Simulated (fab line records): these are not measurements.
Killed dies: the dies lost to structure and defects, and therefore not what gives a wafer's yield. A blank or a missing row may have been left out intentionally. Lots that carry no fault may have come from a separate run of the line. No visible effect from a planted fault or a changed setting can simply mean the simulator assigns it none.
Check of tool commonality | flow n5Finfet | Sampled: 9 lots, 27 wafers

## THE REASON FOR OPENING IT
At N5_BEOL_M2_THK_MEAS_53 the reading M2_THK is flagged on 2 of 9 lots. No-fault wafers: 39.4 nm, standard deviation 1.1.
Rule: a lot is flagged when every wafer of it that has a number lies more than 4 standard deviations from that mean, or none has a number. The rest of the lots are taken to be sound.

lot  | measured     | on           | M2_THK (nm), wafer by wafer | flag
L355 | day 7 15:40  | filmMetro-01 | 40.3 38.2 40.3              | 
L359 | day 7 23:50  | filmMetro-01 | 39.6 39.6 39.0              | 
L363 | day 9 14:44  | filmMetro-02 | 37.9 38.9 38.5              | 
L365 | day 10 00:40 | filmMetro-01 | 39.5 38.2 37.4              | 
L368 | day 10 07:15 | filmMetro-02 | 40.2 39.3 42.0              | 
L367 | day 10 07:39 | filmMetro-02 | 37.7 38.5 39.0              | 
L376 | day 12 08:16 | filmMetro-02 | 143.5 145.3 157.4           | FLAGGED
L377 | day 12 14:37 | filmMetro-02 | 147.3 154.9 154.7           | FLAGGED
L378 | day 12 19:09 | filmMetro-01 | 37.4 37.6 40.8              | 
The numbers of the flagged lots are 150.5 nm on average: +111.1 nm against the usual, or +99 or more standard deviations.

## EACH LOT AND THE TOOL IT RAN ON
Before the reading, the record contains 4 process steps out of a 1938-step route. Cell contents, in order: the tool; ch with the chambers the sampled wafers went through; the start.
lot  | flag    | N5_BEOL_M2_SPUTTER_79       | N5_BEOL_M2_SPUTTER_90       | N5_BEOL_M2_SPUTTER_94       | N5_BEOL_M2_CMP_52
L355 |         | pvdSputter-02, day 7 13:11  | pvdSputter-02, day 7 14:04  | pvdSputter-02, day 7 14:31  | cmp-03 ch 0,1,2, day 7 15:26
L359 |         | pvdSputter-01, day 7 21:30  | pvdSputter-01, day 7 22:23  | pvdSputter-01, day 7 22:49  | cmp-02 ch 0,2,3, day 7 23:37
L363 |         | pvdSputter-01, day 9 12:23  | pvdSputter-01, day 9 13:16  | pvdSputter-01, day 9 13:43  | cmp-02 ch 1,2, day 9 14:29
L365 |         | pvdSputter-02, day 9 22:13  | pvdSputter-02, day 9 23:05  | pvdSputter-02, day 9 23:32  | cmp-04 ch 0,3, day 10 00:22
L368 |         | pvdSputter-01, day 10 04:56 | pvdSputter-01, day 10 05:49 | pvdSputter-01, day 10 06:15 | cmp-04 ch 0,3, day 10 07:00
L367 |         | pvdSputter-02, day 10 05:20 | pvdSputter-02, day 10 06:13 | pvdSputter-02, day 10 06:39 | cmp-03 ch 0,1,3, day 10 07:24
L376 | FLAGGED | pvdSputter-01, day 12 05:56 | pvdSputter-01, day 12 06:49 | pvdSputter-01, day 12 07:16 | cmp-04 ch 2,3, day 12 07:58
L377 | FLAGGED | pvdSputter-02, day 12 12:05 | pvdSputter-02, day 12 13:04 | pvdSputter-02, day 12 13:34 | cmp-04 ch 0,1,3, day 12 14:23
L378 |         | pvdSputter-02, day 12 16:32 | pvdSputter-02, day 12 17:32 | pvdSputter-02, day 12 18:01 | cmp-02 ch 0,3, day 12 18:51
What the steps here do:
- N5_BEOL_M2_SPUTTER_79: material Cu, target thk 4.5 nm, time 8.29 s.
- N5_BEOL_M2_SPUTTER_90: material Cu, target thk 4.5 nm, time 8.29 s.
- N5_BEOL_M2_SPUTTER_94: material Cu, target thk 4.5 nm, time 8.29 s.
- N5_BEOL_M2_CMP_52: polishes, stops on SiOC, t overpolish 6.8 s, target thk 40 nm.
- N5_BEOL_M2_THK_MEAS_53: measures by xrf.

## FLAGGED OVER TOTAL, TOOL BY TOOL (the gauges that took the reading come last)
step                   | tool          | lots run | flagged | share of the flagged lots | sound lots run after its first flagged lot
N5_BEOL_M2_SPUTTER_79  | pvdSputter-01 | 4        | 1       | some                      | 0
N5_BEOL_M2_SPUTTER_79  | pvdSputter-02 | 5        | 1       | some                      | 1 (L378)
N5_BEOL_M2_SPUTTER_90  | pvdSputter-01 | 4        | 1       | some                      | 0
N5_BEOL_M2_SPUTTER_90  | pvdSputter-02 | 5        | 1       | some                      | 1 (L378)
N5_BEOL_M2_SPUTTER_94  | pvdSputter-01 | 4        | 1       | some                      | 0
N5_BEOL_M2_SPUTTER_94  | pvdSputter-02 | 5        | 1       | some                      | 1 (L378)
N5_BEOL_M2_CMP_52      | cmp-02        | 3        | 0       | none                      | -
N5_BEOL_M2_CMP_52      | cmp-03        | 2        | 0       | none                      | -
N5_BEOL_M2_CMP_52      | cmp-04        | 4        | 2       | all                       | 0
N5_BEOL_M2_THK_MEAS_53 | filmMetro-01  | 4        | 0       | none                      | -
N5_BEOL_M2_THK_MEAS_53 | filmMetro-02  | 5        | 2       | all                       | 0

## THE TABLE: WHAT IT ALLOWS
Every flagged lot went through 2 rows of the table: cmp-04 at N5_BEOL_M2_CMP_52 and filmMetro-02 at N5_BEOL_M2_THK_MEAS_53.
- cmp-04 at N5_BEOL_M2_CMP_52: 2 of its 4 lots flagged. Its last sound lot is L368 (day 10 07:00), its first flagged lot L376 (day 12 07:58): a fault that began between those two fits. Its own readings (barrierFieldEndpointS, overpolishRunS, timeToEndpointS) fall more than 4 standard deviations out on all wafers of the flagged lots.
- filmMetro-02 at N5_BEOL_M2_THK_MEAS_53: 2 of its 5 lots flagged. Its last sound lot is L367 (day 10 07:39), its first flagged lot L376 (day 12 08:16): a fault that began between those two fits.
These 2 tools cannot be told apart by counting lots, since each of them fits a fault that started at some hour. More lots, or a look at what each step does to the wafer, might.

## WHAT WAS PUT IN BY THE SIMULATOR
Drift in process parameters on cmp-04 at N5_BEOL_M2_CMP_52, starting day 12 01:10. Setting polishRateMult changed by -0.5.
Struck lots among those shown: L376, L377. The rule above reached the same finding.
